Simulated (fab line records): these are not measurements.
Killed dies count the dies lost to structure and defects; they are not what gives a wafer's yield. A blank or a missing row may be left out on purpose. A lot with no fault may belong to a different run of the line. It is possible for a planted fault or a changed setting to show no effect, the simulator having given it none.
Which tool is to blame? || flow n5Finfet || Sampling: 24 lots, 72 wafers, 2 of 1938 route steps

## WHAT THE GAUGES SHOWED, per wafer
N5_BEOL_M2_OVL_MEAS_29.
{"lot": "L074", "measured": "day 6 13:20", "on": "overlay-01", "V1_OVL (nm)": "-0.1 1.0 -0.7"}
{"lot": "L075", "measured": "day 6 20:24", "on": "overlay-02", "V1_OVL (nm)": "1.7 1.2 1.2"}
{"lot": "L076", "measured": "day 7 04:16", "on": "overlay-01", "V1_OVL (nm)": "1.5 1.1 0.6"}
{"lot": "L077", "measured": "day 7 07:26", "on": "overlay-02", "V1_OVL (nm)": "1.1 1.5 1.5"}
{"lot": "L078", "measured": "day 7 13:55", "on": "overlay-01", "V1_OVL (nm)": "0.3 1.6 1.2"}
{"lot": "L079", "measured": "day 8 15:33", "on": "overlay-02", "V1_OVL (nm)": "0.2 0.4 0.3"}
{"lot": "L081", "measured": "day 8 23:02", "on": "overlay-01", "V1_OVL (nm)": "0.5 0.4 1.4"}
{"lot": "L082", "measured": "day 9 01:20", "on": "overlay-02", "V1_OVL (nm)": "-0.8 -0.7 -0.9"}
{"lot": "L080", "measured": "day 9 02:04", "on": "overlay-02", "V1_OVL (nm)": "0.3 1.5 0.9"}
{"lot": "L085", "measured": "day 9 07:13", "on": "overlay-01", "V1_OVL (nm)": "-0.7 0.1 1.1"}
{"lot": "L083", "measured": "day 9 08:19", "on": "overlay-02", "V1_OVL (nm)": "0.4 0.6 -0.4"}
{"lot": "L084", "measured": "day 9 15:46", "on": "overlay-01", "V1_OVL (nm)": "0.2 0.5 -0.2"}
{"lot": "L086", "measured": "day 9 18:44", "on": "overlay-02", "V1_OVL (nm)": "0.7 0.2 -0.2"}
{"lot": "L087", "measured": "day 9 18:56", "on": "overlay-02", "V1_OVL (nm)": "0.1 0.5 0.5"}
{"lot": "L088", "measured": "day 10 02:45", "on": "overlay-01", "V1_OVL (nm)": "0.4 1.1 -0.1"}
{"lot": "L089", "measured": "day 10 11:39", "on": "overlay-01", "V1_OVL (nm)": "1.1 1.1 1.5"}
{"lot": "L090", "measured": "day 10 23:14", "on": "overlay-02", "V1_OVL (nm)": "1.1 -0.1 0.4"}
{"lot": "L092", "measured": "day 11 02:50", "on": "overlay-02", "V1_OVL (nm)": "0.7 1.0 0.5"}
{"lot": "L091", "measured": "day 11 06:59", "on": "overlay-02", "V1_OVL (nm)": "0.8 -0.8 0.5"}
{"lot": "L093", "measured": "day 11 10:16", "on": "overlay-02", "V1_OVL (nm)": "-0.5 0.4 -0.2"}
{"lot": "L094", "measured": "day 12 00:29", "on": "overlay-01", "V1_OVL (nm)": "1.4 0.9 -0.3"}
{"lot": "L095", "measured": "day 12 08:11", "on": "overlay-02", "V1_OVL (nm)": "2.1 1.3 2.1"}
{"lot": "L097", "measured": "day 12 12:32", "on": "overlay-02", "V1_OVL (nm)": "0.0 0.0 0.9"}
{"lot": "L096", "measured": "day 12 16:19", "on": "overlay-02", "V1_OVL (nm)": "0.2 0.4 0.2"}

N5_BEOL_M2_INSPECT_30: inspects for defects (brightfield).
{"lot": "L074", "measured": "day 6 13:23", "on": "defectInspect-01", "rawDefectCount": "331 553 432"}
{"lot": "L075", "measured": "day 6 20:27", "on": "defectInspect-02", "rawDefectCount": "568 615 375"}
{"lot": "L076", "measured": "day 7 04:19", "on": "defectInspect-01", "rawDefectCount": "495 363 572"}
{"lot": "L077", "measured": "day 7 07:29", "on": "defectInspect-02", "rawDefectCount": "421 402 417"}
{"lot": "L078", "measured": "day 7 13:58", "on": "defectInspect-02", "rawDefectCount": "398 508 711"}
{"lot": "L079", "measured": "day 8 15:36", "on": "defectInspect-01", "rawDefectCount": "272 375 330"}
{"lot": "L081", "measured": "day 8 23:05", "on": "defectInspect-02", "rawDefectCount": "334 442 456"}
{"lot": "L082", "measured": "day 9 01:23", "on": "defectInspect-02", "rawDefectCount": "442 542 469"}
{"lot": "L080", "measured": "day 9 02:07", "on": "defectInspect-01", "rawDefectCount": "416 379 438"}
{"lot": "L085", "measured": "day 9 07:17", "on": "defectInspect-02", "rawDefectCount": "408 553 702"}
{"lot": "L083", "measured": "day 9 08:23", "on": "defectInspect-01", "rawDefectCount": "342 426 410"}
{"lot": "L084", "measured": "day 9 15:50", "on": "defectInspect-02", "rawDefectCount": "443 397 484"}
{"lot": "L086", "measured": "day 9 18:47", "on": "defectInspect-02", "rawDefectCount": "365 417 458"}
{"lot": "L087", "measured": "day 9 18:59", "on": "defectInspect-02", "rawDefectCount": "476 449 356"}
{"lot": "L088", "measured": "day 10 02:48", "on": "defectInspect-02", "rawDefectCount": "520 536 394"}
{"lot": "L089", "measured": "day 10 11:42", "on": "defectInspect-01", "rawDefectCount": "313 421 410"}
{"lot": "L090", "measured": "day 10 23:18", "on": "defectInspect-01", "rawDefectCount": "410 494 427"}
{"lot": "L092", "measured": "day 11 02:53", "on": "defectInspect-01", "rawDefectCount": "266 311 269"}
{"lot": "L091", "measured": "day 11 07:03", "on": "defectInspect-02", "rawDefectCount": "324 219 477"}
{"lot": "L093", "measured": "day 11 10:19", "on": "defectInspect-02", "rawDefectCount": "509 536 371"}
{"lot": "L094", "measured": "day 12 00:33", "on": "defectInspect-01", "rawDefectCount": "430 483 558"}
{"lot": "L095", "measured": "day 12 08:14", "on": "defectInspect-01", "rawDefectCount": "388 297 340"}
{"lot": "L097", "measured": "day 12 12:35", "on": "defectInspect-01", "rawDefectCount": "508 301 536"}
{"lot": "L096", "measured": "day 12 16:23", "on": "defectInspect-02", "rawDefectCount": "367 388 289"}

## WHICH TOOL RAN EACH LOT (tool, then ch and the chambers of the sampled wafers, then the start)
Before these readings, the record contains no process step.

## WHAT THE TOOLS THEMSELVES READ (means of the sampled wafers that have a number; where no wafer has one, the mark that the record gives instead)
The record holds no such reading with a usual standard deviation.

## THE ANSWER, worked out from the rows above alone
Rule: the lots themselves supply what counts as usual. Put in order of their means at a reading, lots are off if they are a third of the lots or fewer, leave a main group of 4 or more, and stand apart from it by a gap of 3 or more times the standard deviation of the main group's means; of several such gaps the widest counts. The tables above print the reading to a certain number of digits; a main group whose means all agree to those digits is not used. A lot without any number at a reading at which 4 lots or more have one is off too. The other lots that the step has rows for count as sound. The gauges are gone through in route order, then the tools' own readings, and for those a lot's mean is taken as printed above. The first step at which some lot is off is used, and at that step the reading that is off furthest; a lot without a number counts as furthest.
Across all readings shown, no lot is off: no conclusion can be drawn from this.

## WHAT THE SIMULATOR PUT IN
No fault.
